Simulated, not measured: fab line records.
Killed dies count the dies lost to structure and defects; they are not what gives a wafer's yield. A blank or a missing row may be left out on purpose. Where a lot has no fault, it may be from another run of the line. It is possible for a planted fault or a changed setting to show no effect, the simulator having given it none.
Code-filled problem report in 8D (eight disciplines) form ; flow nandHarc ; the parts of the form that need people (team, actions taken, sign-off) are left out

1. THE ISSUE
thkNm at NHARC_A_DECK1_JOINT_THK_MEAS_17 reads a mean of 16.1 nm on 3 wafers of 3 lots; wafers without a fault read 45.0 nm with a standard deviation of 1.1. That puts it -26 standard deviations away from the usual mean.
The step: measures by ellipsometry.
Seen first at day 18 13:49 on filmMetro-02, wafer L682.5. At this step, 38 wafers from 13 lots have a number in the record. Rule for "out" (also "out of limits"): further than 4 standard deviations from the usual mean. The other wafers with a number count as sound.

2. WHAT THIS IS AND IS NOT
question;is;is not
which readings at this step;thkNm;-
which lots;L681, L682, L685;L668, L669, L672, L673, L674, L675, L676, L678, L679, L691
which wafers of those lots;L681.5, L682.5, L685.5;L681.3, L681.6, L682.1, L682.3, L685.2
read on which gauges;filmMetro-02;filmMetro-01
when;from day 18 13:49;"up to then (29 sound wafers); but 6 sound wafers of L681, L685, L691 came after"

3. THE SUSPECTS, EACH WITH WHAT RULES IT OUT
Counting: any tool at a process step up to the reading remains a suspect provided it ran every lot that is out. Sound lots after the first of them don't rule it out here, since some wafers of a struck lot are sound.
- the gauge at NHARC_A_DECK1_JOINT_THK_MEAS_17: kept. All the wafers that are out were read on filmMetro-02, and no step on other tools shows them out.
- pecvd-02 at NHARC_A_DECK1_JOINT_DEP_16 (deposits SiO2, target thk 45 nm): kept. It ran every lot that is out, first L682 (day 18 13:32); its last sound lot up to then is L678 (day 16 18:50).
The count leaves filmMetro-02 at NHARC_A_DECK1_JOINT_THK_MEAS_17 and pecvd-02 at NHARC_A_DECK1_JOINT_DEP_16.

4. THE CAUSE (what the simulator had put in)
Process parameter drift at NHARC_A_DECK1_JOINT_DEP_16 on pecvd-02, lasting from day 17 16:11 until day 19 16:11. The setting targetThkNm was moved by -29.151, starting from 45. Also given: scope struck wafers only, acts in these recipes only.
2 suspects survive the count, and this tool is in that group.

5. THE EFFECT CHAIN, in route order
Each row: a reading where the mean over the struck wafers with a number is more than 3 standard deviations away from the usual. Scope: only readings with a usual standard deviation given in the record; hours: median across lots of the time from each lot's start at the first step in this table that gives one to its start at this step; sigmas: change in usual standard deviations.
hours;step;reading;usual;on struck wafers;change;sigmas
0;NHARC_A_DECK1_JOINT_THK_MEAS_17;thkNm;45.0 nm;16.1;-28.9;-26

6. HOW IT WOULD HAVE BEEN CAUGHT EARLIER
In this record the first reading out of limits at a measuring or inspecting step was taken at day 18 13:49, 22 hours after the fault began at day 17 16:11.
No tool reading at NHARC_A_DECK1_JOINT_DEP_16 that has a usual standard deviation in the record was out on any struck wafer, so an alarm limit of 4 standard deviations on those readings would not have fired.
L681, L685, from the lots that are out (3), started NHARC_A_DECK1_JOINT_DEP_16 on pecvd-02 later than day 18 13:49. A hold on the tool at that time would have spared those 2.
